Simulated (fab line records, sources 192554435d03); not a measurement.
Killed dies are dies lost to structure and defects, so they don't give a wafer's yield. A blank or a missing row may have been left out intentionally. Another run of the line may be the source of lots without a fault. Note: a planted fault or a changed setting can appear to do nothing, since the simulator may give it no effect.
Chamber matching | flow n5-finfet | N5_BEOL_M0_SAQP_STRIP_75 on rie-diel-06 has 4 sister chambers
The step strips in CF4. 4 wafers are shown with their chamber, then 10 later ones without.

EACH WAFER AND ITS CHAMBER
wafer  | chamber | showerhead-plenum-p-Torr (Torr)
L083.6 | 2       | 1.82
L084.4 | 1       | 1.77
L086.1 | 3       | 1.88
L086.2 | 0       | 1.82

WAFERS MISSING THEIR CHAMBER
wafer  | showerhead-plenum-p-Torr (Torr)
L086.6 | 1.77
L087.1 | 1.77
L087.2 | 1.82
L087.4 | 1.82
L093.2 | 1.82
L093.3 | 1.82
L093.5 | 1.88
L097.3 | 1.81
L097.5 | 1.88
L097.6 | 1.81

THE CHAMBER EACH PASSED THROUGH
wafer  | from the rows above     | in truth
L086.6 | 1                       | 1
L087.1 | 1                       | 1
L087.2 | can't be placed: 0 or 2 | 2
L087.4 | can't be placed: 0 or 2 | 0
L093.2 | can't be placed: 0 or 2 | 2
L093.3 | can't be placed: 0 or 2 | 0
L093.5 | 3                       | 3
L097.3 | can't be placed: 0 or 2 | 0
L097.5 | 3                       | 3
L097.6 | can't be placed: 0 or 2 | 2
Correctly placed: 4 of 10. These rows do not allow placing 6 (true chamber among the candidates in 6). Wrongly placed: 0.
How it was worked out, from the rows above alone: a wafer's distance from a chamber is the root of the sum, over the readings, of the square of ((its reading less the chamber's mean) divided by the reading's scatter). If the next closest chamber is less than 2 further off than the closest, the wafer can't be placed; otherwise it belongs to the closest. For every chamber, the mean is computed from those of its wafers that are shown. The scatter: with one shown wafer a chamber, the root of the mean of the squares of how far each hidden wafer lies from its nearest shown one.
